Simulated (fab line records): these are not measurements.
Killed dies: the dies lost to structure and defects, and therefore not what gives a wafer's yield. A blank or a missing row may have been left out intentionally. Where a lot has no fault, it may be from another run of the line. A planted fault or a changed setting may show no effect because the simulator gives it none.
Matching of chambers	flow n5Finfet	3 sister chambers for N5_BEOL_M9_ILD_DEP_00 on pecvd-04
The step deposits SiCOH lowk from DEMS/porogen, target thk 308.51 nm, time 58 s. 6 wafers are shown with their chamber, then 7 later ones without.

## EACH WAFER AND ITS CHAMBER
wafer	chamber	throttleValvePct (%)	showerheadPlenumPTorr (Torr)
L684.5	0	14.2	5.724
L692.1	1	14.5	5.701
L692.3	2	12.9	5.745
L692.6	2	13.1	5.735
L704.1	0	14.3	5.728
L704.3	1	14.6	5.705

## WAFERS WHOSE CHAMBER IS MISSING
wafer	throttleValvePct (%)	showerheadPlenumPTorr (Torr)
L704.4	13.1	5.733
L706.1	13.2	5.756
L706.5	14.8	5.714
L706.6	14.3	5.736
L707.2	14.6	5.715
L707.3	13.2	5.732
L707.6	13.4	5.738

## THE CHAMBER EACH PASSED THROUGH
wafer	from the rows above	in truth
L704.4	2	2
L706.1	2	2
L706.5	1	1
L706.6	0	0
L707.2	can't be placed: 1 or 0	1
L707.3	2	2
L707.6	2	2
6 of 7 placed correctly. Not placeable from these rows: 1 (in 1, the candidates include the true chamber). 0 placed wrongly.
How it was worked out, from the rows above alone: a wafer's distance from a chamber is the root of the sum, over the readings, of the square of ((its reading less the chamber's mean) divided by the reading's scatter). The wafer belongs to the nearest chamber; if the next one is less than 2 further off, it can't be placed. Each chamber's mean is taken over the wafers shown for it. How the scatter is found: for the shown wafers, subtract from each reading the mean of its chamber, square and add these, divide the total by (wafers less chambers), then take the root.
